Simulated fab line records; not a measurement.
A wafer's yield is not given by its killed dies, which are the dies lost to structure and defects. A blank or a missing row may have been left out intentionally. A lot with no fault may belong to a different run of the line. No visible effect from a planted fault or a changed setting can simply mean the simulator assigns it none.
What tool caused it? + flow nand harc + 24 lots, 72 wafers sampled, at 4 steps of a route of 1159

## WHAT EACH GAUGE READ, for each wafer
NHARC_P_STI_OCD_MEAS_43.
| lot  | measured    | on     | trench depth nm (nm) | trench foot cd nm (nm) |
|------|-------------|--------|----------------------|------------------------|
| L074 | day 2 16:19 | ocd-02 | 291 299 304          | 155 157 153            |
| L075 | day 2 16:28 | ocd-01 | 308 301 297          | 160 160 159            |
| L076 | day 3 00:31 | ocd-02 | 295 298 300          | 156 159 157            |
| L078 | day 3 11:31 | ocd-02 | 297 298 311          | 155 161 158            |
| L077 | day 3 11:46 | ocd-01 | 297 294 295          | 158 155 156            |
| L079 | day 3 18:18 | ocd-02 | 306 300 294          | 156 153 157            |
| L080 | day 4 02:16 | ocd-02 | 308 309 288          | 154 158 155            |
| L081 | day 4 06:20 | ocd-02 | 302 304 301          | 160 162 157            |
| L082 | day 4 12:04 | ocd-02 | 292 303 295          | 162 161 161            |
| L083 | day 4 18:16 | ocd-02 | 300 295 303          | 157 166 161            |
| L084 | day 4 23:52 | ocd-02 | 298 297 300          | 155 159 154            |
| L086 | day 5 08:44 | ocd-01 | 310 298 311          | 155 159 154            |
| L085 | day 5 08:46 | ocd-02 | 301 291 292          | 163 161 163            |
| L087 | day 5 19:44 | ocd-02 | 302 292 301          | 155 159 156            |
| L088 | day 6 00:23 | ocd-01 | 303 299 296          | 159 153 156            |
| L089 | day 6 07:26 | ocd-02 | 302 301 301          | 163 158 162            |
| L090 | day 6 11:55 | ocd-02 | 295 289 300          | 161 165 162            |
| L091 | day 6 18:58 | ocd-02 | 302 293 291          | 155 160 159            |
| L092 | day 7 00:56 | ocd-01 | 303 308 300          | 159 160 158            |
| L094 | day 7 08:39 | ocd-02 | 298 303 299          | 165 163 165            |
| L093 | day 7 08:46 | ocd-01 | 293 307 302          | 160 160 163            |
| L095 | day 7 19:55 | ocd-02 | 300 303 298          | 157 158 155            |
| L096 | day 8 00:11 | ocd-02 | 291 292 301          | 161 161 157            |
| L097 | day 8 05:58 | ocd-01 | 288 299 297          | 156 161 159            |

NHARC_P_M0_OVL_MEAS_10: pitch 180 nm.
| lot  | measured     | on         | overlay x nm (nm) | overlay y nm (nm) |
|------|--------------|------------|-------------------|-------------------|
| L074 | day 6 03:05  | overlay-01 | -0.4 -0.3 -0.2    | -1.3 -0.8 -0.8    |
| L075 | day 6 04:11  | overlay-01 | -0.1 0.1 0.2      | -0.2 -0.6 0.2     |
| L076 | day 6 04:53  | overlay-02 | 1.4 1.1 0.6       | -1.2 -1.0 -1.7    |
| L078 | day 6 18:36  | overlay-01 | 1.6 1.5 1.1       | 0.7 0.0 0.3       |
| L077 | day 6 18:10  | overlay-02 | 0.0 1.1 0.6       | 0.2 0.3 -0.1      |
| L079 | day 6 19:54  | overlay-02 | -0.3 -0.4 0.0     | -0.4 -0.4 -0.4    |
| L080 | day 7 09:06  | overlay-02 | 0.7 1.4 0.8       | 0.1 0.4 0.8       |
| L081 | day 7 12:44  | overlay-01 | 0.1 -0.6 -0.1     | -0.3 -0.8 -0.7    |
| L082 | day 7 15:43  | overlay-01 | -0.9 -0.4 -0.2    | 0.2 0.5 0.6       |
| L083 | day 8 05:02  | overlay-01 | -0.2 0.0 0.1      | -0.2 0.2 -0.1     |
| L084 | day 8 06:35  | overlay-01 | 0.3 -0.1 -0.2     | -1.3 -1.0 -0.5    |
| L086 | day 9 00:20  | overlay-01 | 0.6 0.9 -0.2      | 1.2 0.6 0.9       |
| L085 | day 8 23:49  | overlay-02 | -0.4 -0.1 0.2     | -0.3 -0.1 -0.1    |
| L087 | day 8 23:16  | overlay-01 | 2.4 2.2 2.4       | -1.1 -0.8 -0.9    |
| L088 | day 9 03:16  | overlay-02 | -0.2 -0.4 0.3     | -0.5 -0.1 -1.0    |
| L089 | day 9 21:12  | overlay-02 | 1.4 1.2 1.0       | 0.7 0.5 0.3       |
| L090 | day 10 01:56 | overlay-02 | -1.4 -1.1 -1.3    | -1.3 -1.4 -1.2    |
| L091 | day 10 04:22 | overlay-01 | 0.1 0.2 0.7       | 0.9 0.7 1.2       |
| L092 | day 10 10:26 | overlay-02 | -1.3 -0.8 -1.4    | -0.3 0.2 0.0      |
| L094 | day 10 11:01 | overlay-02 | 0.4 0.2 0.1       | 0.5 0.9 0.9       |
| L093 | day 10 10:52 | overlay-01 | 0.2 0.7 0.1       | -0.9 -1.5 -1.3    |
| L095 | day 11 03:59 | overlay-01 | -0.6 -1.4 -0.9    | -1.4 -1.7 -1.5    |
| L096 | day 11 15:12 | overlay-01 | 0.4 -0.1 0.2      | 0.0 0.0 0.0       |
| L097 | day 11 13:40 | overlay-01 | -0.7 -0.7 -0.5    | 0.1 -0.6 0.3      |

## TOOL THAT RAN EACH LOT (tool first, then ch and the chambers of the sampled wafers, then the start)
| lot  | NHARC_P_GATE_DESCUM_61             | NHARC_P_CONTACT_ALD_22              |
|------|------------------------------------|-------------------------------------|
| L074 | rie diel-05 ch 0,1,3, day 5 11:51  | ald metal-04 ch 1,2,3, day 5 20:15  |
| L075 | rie diel-11 ch 0,1,2, day 5 13:03  | ald metal-01 ch 0,1,2, day 5 21:40  |
| L076 | rie diel-11 ch 0,1,3, day 5 16:14  | ald metal-04 ch 0,1,3, day 6 00:41  |
| L078 | rie diel-05 ch 1,2, day 6 06:08    | ald metal-02 ch 0,1,3, day 6 14:31  |
| L077 | rie diel-11 ch 0,2, day 6 05:44    | ald metal-01 ch 1,2,3, day 6 14:09  |
| L079 | rie diel-05 ch 0,1, day 6 08:41    | ald metal-04 ch 2,3, day 6 17:38    |
| L080 | rie diel-06 ch 1,2,3, day 6 22:38  | ald metal-01 ch 0,1, day 7 06:57    |
| L081 | rie diel-05 ch 0,1,3, day 7 00:37  | ald metal-01 ch 0,1, day 7 09:59    |
| L082 | rie diel-05 ch 2,3, day 7 04:47    | ald metal-04 ch 0,2,3, day 7 13:34  |
| L083 | rie diel-05 ch 2,3, day 7 14:58    | ald metal-01 ch 0,1, day 8 00:29    |
| L084 | rie diel-11 ch 0,2,3, day 7 19:50  | ald metal-04 ch 1,3, day 8 04:20    |
| L086 | rie diel-11 ch 0,2,3, day 8 12:09  | ald metal-04 ch 1,3, day 8 20:24    |
| L085 | rie diel-11 ch 0,2, day 8 10:31    | ald metal-01 ch 0,1,2, day 8 18:52  |
| L087 | rie diel-06 ch 1,2,3, day 8 09:34  | ald metal-04 ch 0,1,3, day 8 18:14  |
| L088 | rie diel-11 ch 0,2,3, day 8 16:47  | ald metal-01 ch 1,3, day 9 01:03    |
| L089 | rie diel-05 ch 0,1,3, day 9 03:59  | ald metal-02 ch 0,2,3, day 9 12:21  |
| L090 | rie diel-06 ch 2,3, day 9 04:42    | ald metal-02 ch 0,2,3, day 9 13:26  |
| L091 | rie diel-11 ch 1,2,3, day 9 13:23  | ald metal-01 ch 0,2,3, day 9 22:02  |
| L092 | rie diel-06 ch 0,1,3, day 9 20:14  | ald metal-04 ch 1,2,3, day 10 05:14 |
| L094 | rie diel-05 ch 0,1,2, day 9 23:41  | ald metal-04 ch 0,2, day 10 07:56   |
| L093 | rie diel-05 ch 0,1, day 9 23:19    | ald metal-01 ch 0,1,3, day 10 07:25 |
| L095 | rie diel-11 ch 0,2,3, day 10 17:34 | ald metal-04 ch 0,1, day 11 01:43   |
| L096 | rie diel-05 ch 1,2,3, day 11 04:16 | ald metal-02 ch 1,3, day 11 12:59   |
| L097 | rie diel-11 ch 0,3, day 11 03:11   | ald metal-01 ch 0,1,3, day 11 11:32 |
- NHARC_P_GATE_DESCUM_61: chemistry O2, time 3 s.
- NHARC_P_CONTACT_ALD_22: deposits TiN, target thk 3 nm, pulse time 1 s, ald cycles 150.

## AS READ BY THE TOOLS THEMSELVES (means over the sampled wafers that have a number; for cases with no such wafer, the mark the record gives instead)
NHARC_P_GATE_DESCUM_61.
| lot  | tool        | drypump motor current A (A) | oes product au (a.u.) | rf vpp V (V) | showerhead plenum p Torr (Torr) | throttle valve pct (%) |
|------|-------------|-----------------------------|-----------------------|--------------|---------------------------------|------------------------|
| L074 | rie diel-05 | 5.47                        | 0.998                 | 58.3         | 1.84                            | 11.315                 |
| L075 | rie diel-11 | 5.52                        | 0.995                 | 57.1         | 1.85                            | 11.320                 |
| L076 | rie diel-11 | 5.50                        | 0.997                 | 57.5         | 1.82                            | 11.314                 |
| L078 | rie diel-05 | 5.52                        | 0.999                 | 57.0         | 1.95                            | 11.317                 |
| L077 | rie diel-11 | 5.48                        | 1.006                 | 57.1         | 1.82                            | 11.312                 |
| L079 | rie diel-05 | 5.54                        | 1.003                 | 58.0         | 1.85                            | 11.305                 |
| L080 | rie diel-06 | 5.96                        | 0.994                 | 58.6         | 1.94                            | 11.309                 |
| L081 | rie diel-05 | 5.47                        | 1.015                 | 57.3         | 1.83                            | 11.310                 |
| L082 | rie diel-05 | 5.62                        | 0.998                 | 58.2         | 1.95                            | 11.311                 |
| L083 | rie diel-05 | 5.62                        | 1.009                 | 58.0         | 1.94                            | 11.315                 |
| L084 | rie diel-11 | 5.32                        | 0.995                 | 57.7         | 1.83                            | 11.302                 |
| L086 | rie diel-11 | 5.32                        | 1.003                 | 57.1         | 1.83                            | 11.317                 |
| L085 | rie diel-11 | 5.32                        | 0.987                 | 58.2         | 1.85                            | 11.308                 |
| L087 | rie diel-06 | 5.94                        | 0.986                 | 57.8         | 1.93                            | 11.309                 |
| L088 | rie diel-11 | 5.33                        | 1.008                 | 57.4         | 1.83                            | 11.310                 |
| L089 | rie diel-05 | 5.47                        | 0.990                 | 58.2         | 1.93                            | 11.313                 |
| L090 | rie diel-06 | 5.94                        | 0.989                 | 57.6         | 1.91                            | 11.313                 |
| L091 | rie diel-11 | 5.38                        | 0.998                 | 57.7         | 1.86                            | 11.305                 |
| L092 | rie diel-06 | 5.73                        | 0.992                 | 58.6         | 1.91                            | 11.316                 |
| L094 | rie diel-05 | 5.60                        | 0.998                 | 57.3         | 1.92                            | 11.296                 |
| L093 | rie diel-05 | 5.50                        | 0.997                 | 57.5         | 1.88                            | 11.313                 |
| L095 | rie diel-11 | 5.30                        | 1.007                 | 57.0         | 1.83                            | 11.309                 |
| L096 | rie diel-05 | 5.53                        | 1.014                 | 58.3         | 1.99                            | 11.316                 |
| L097 | rie diel-11 | 5.29                        | 1.005                 | 58.0         | 1.81                            | 11.314                 |

NHARC_P_CONTACT_ALD_22.
| lot  | tool         | heater power w (W) | precursor pulse height rel |
|------|--------------|--------------------|----------------------------|
| L074 | ald metal-04 | 1119               | 1.003                      |
| L075 | ald metal-01 | 1059               | 0.964                      |
| L076 | ald metal-04 | 1083               | 0.984                      |
| L078 | ald metal-02 | 1084               | 0.993                      |
| L077 | ald metal-01 | 1011               | 1.008                      |
| L079 | ald metal-04 | 1010               | 1.003                      |
| L080 | ald metal-01 | 976                | 1.008                      |
| L081 | ald metal-01 | 972                | 0.988                      |
| L082 | ald metal-04 | 1064               | 0.985                      |
| L083 | ald metal-01 | 977                | 0.999                      |
| L084 | ald metal-04 | 1117               | 0.992                      |
| L086 | ald metal-04 | 1107               | 1.007                      |
| L085 | ald metal-01 | 1049               | 1.029                      |
| L087 | ald metal-04 | 1063               | 0.982                      |
| L088 | ald metal-01 | 954                | 1.003                      |
| L089 | ald metal-02 | 1079               | 0.998                      |
| L090 | ald metal-02 | 1076               | 1.006                      |
| L091 | ald metal-01 | 1092               | 0.978                      |
| L092 | ald metal-04 | 1126               | 1.015                      |
| L094 | ald metal-04 | 1158               | 1.005                      |
| L093 | ald metal-01 | 1006               | 1.005                      |
| L095 | ald metal-04 | 1130               | 0.990                      |
| L096 | ald metal-02 | 1111               | 1.016                      |
| L097 | ald metal-01 | 977                | 1.014                      |

## THE ANSWER, worked out from the rows above alone
Rule: usual is defined by the lots themselves. Put in order of their means at a reading, lots are off if they are a third of the lots or fewer, leave a main group of 4 or more, and stand apart from it by a gap of 3 or more times the standard deviation of the main group's means; of several such gaps the widest counts. A main group whose means are all the same, to the digits that the tables above print for the reading, isn't used. Also off: a lot with no number at a reading for which 4 or more lots have one. Where the step has rows for the other lots, those lots are counted as sound. The gauges are gone through in route order, then the tools' own readings, and for those a lot's mean is taken as printed above. The first step at which some lot is off is used, and at that step the reading that is off furthest; a lot without a number counts as furthest.
No lot is off at any reading shown: from this, nothing can be told.

## WHAT WAS PUT IN BY THE SIMULATOR
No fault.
